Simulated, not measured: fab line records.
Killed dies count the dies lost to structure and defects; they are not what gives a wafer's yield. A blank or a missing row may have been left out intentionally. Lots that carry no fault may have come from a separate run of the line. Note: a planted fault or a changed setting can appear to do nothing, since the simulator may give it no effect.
Split-lot study	flow n5_finfet	route with 1938 steps; 7 lots, 21 wafers read

## THE SPLIT
At N5_FIN_SAQP_SPACER1_ALD_24 (deposits SiO2, target thk 20.3 nm, pulse time 1 s, purge time 2 s), the setting ald_cycles was moved away from the recipe's 218 on 9 of the 21 wafers read, by -11.9% to +11.5%. All remaining wafers had this setting at the recipe value.

## FROM THE SPLIT TO THE READING: what the file shows between them, 2 steps
- N5_FIN_SAQP_SPACER1_ETCHBACK_25: etches SiO2 in CHF3/O2, target depth 24.4 nm, time 12.2 s
- N5_FIN_SAQP_MANDREL1_REMOVE_56: chemistry HBr/Cl2/O2, target a-Si, stops on SiNx, bt time 10 s

## THE READING
cd_nm (nm) at N5_FIN_SAQP_CD_MEAS_27, where the cd target is 20 nm. Typical for fault-free wafers on this fab line: 20.31 nm, with standard deviation 0.23 nm.

wafer	tool, chamber at the split	ald_cycles as run	against the recipe	cd_nm, nm	against lot-mates on the recipe
L074.2	ald_sin-03, 0	218	recipe	20.45	-
L074.4	ald_sin-03, 3	192	-11.9%	17.81	-2.64
L074.5	ald_sin-03, 3	192	-11.9%	17.89	-2.56
L075.1	ald_sin-04, 0,2,1	218	recipe	20.10	-
L075.2	ald_sin-04, 0,2,1	218	recipe	20.70	-
L075.5	ald_sin-04, 0,2,1	218	recipe	20.51	-
L079.1	ald_sin-03, 3	243	+11.5%	22.87	+2.78
L079.2	ald_sin-03, 1	218	recipe	20.09	-
L079.4	ald_sin-03, 0	243	+11.5%	22.21	+2.12
L088.1	ald_sin-02, 1,0	236	+8.3%	22.13	+2.16
L088.2	ald_sin-02, 1,0	236	+8.3%	21.72	+1.75
L088.6	ald_sin-02, 0	218	recipe	19.97	-
L091.1	ald_sin-03, 1	218	recipe	20.44	-
L091.5	ald_sin-03, 2,3	228	+4.6%	21.13	+0.69
L091.6	ald_sin-03, 2,3	228	+4.6%	21.45	+1.01
L093.2	ald_sin-03, 3,0	218	recipe	20.12	-
L093.3	ald_sin-03, 3,0	218	recipe	19.94	-
L093.5	ald_sin-03, 0	205	-6.0%	19.26	-0.77
L094.1	ald_sin-02, 3,0,2	218	recipe	20.46	-
L094.2	ald_sin-02, 3,0,2	218	recipe	20.45	-
L094.5	ald_sin-02, 3,0,2	218	recipe	20.45	-
The file does not say which wafer passed through which chamber wherever a row lists several chambers: such a row stands for several wafers.

THE FIT
A straight line over all 21 wafers: cd_nm changes by +0.199 nm for each +1% of ald_cycles; r = +0.98; the points scatter about the line by 0.24 nm.
The same after taking each lot's own level away (the mean of its wafers on the recipe; 21 wafers): +0.213 nm for each +1%; r = +0.99; scatter 0.22 nm.
Per that fit: largest ald_cycles move, reading shift of 2.5 nm.
Measured against the standard deviation above, the lots' own levels, which go from 19.970 to 20.453 nm, span 2.1 times it.
Consequently the slope shifts little with the lot-to-lot level, the two slopes agreeing.
Check: with one of the wafers moved furthest among these (-11.9%) left out of the fit, the line predicts -2.47 nm for it against its lot-mates. Against them it came out at -2.64 nm.

## ADDITIONAL SPLITS CARRIED BY THESE WAFERS
Other splits were also applied to these wafers ahead of the reading. Each is held against what the fit with the lots' levels taken away leaves over:
other split on the same wafers	wafers away from the commonest value	r with cd_nm (lot level and that fit taken away)
N5_ZERO_LAYER_COAT_05 spin_rpm	5	-0.17
N5_ZERO_LAYER_DEVELOP_10 develop_time_s	6	-0.13
N5_WELL_APT_EXPOSE_22 dose_mj	2	-0.28
N5_WELL_APT_PEB_23 peb_time_s	5	+0.07

## THE WHOLE CHAIN: every reading that the file lists as answering this split, in the file's order
step	what it does	reading	change (the file's fit)	r (the file's)
N5_FIN_SAQP_SPACER1_ALD_24	deposits SiO2, target thk 20.3 nm, pulse time 1 s, purge time 2 s	SiO2_of_FIN_SAQP_SPACER1_ALD_24.thk_nm (the simulator's own value, which no gauge read)	+0.201 nm for each +1% of the setting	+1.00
N5_FIN_SAQP_MANDREL1_REMOVE_56	chemistry HBr/Cl2/O2, target a-Si, stops on SiNx, bt time 10 s	FIN_SAQP.cd_nm (the simulator's own value, which no gauge read)	+0.207 nm for each +1% of the setting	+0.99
N5_FIN_SAQP_CD_MEAS_27	target cd 20 nm	cd_nm	+0.21 nm for each +1% of the setting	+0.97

## FILE'S OWN FIT
cd_nm changes by +0.21 nm for each +1% of ald_cycles, r = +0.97.
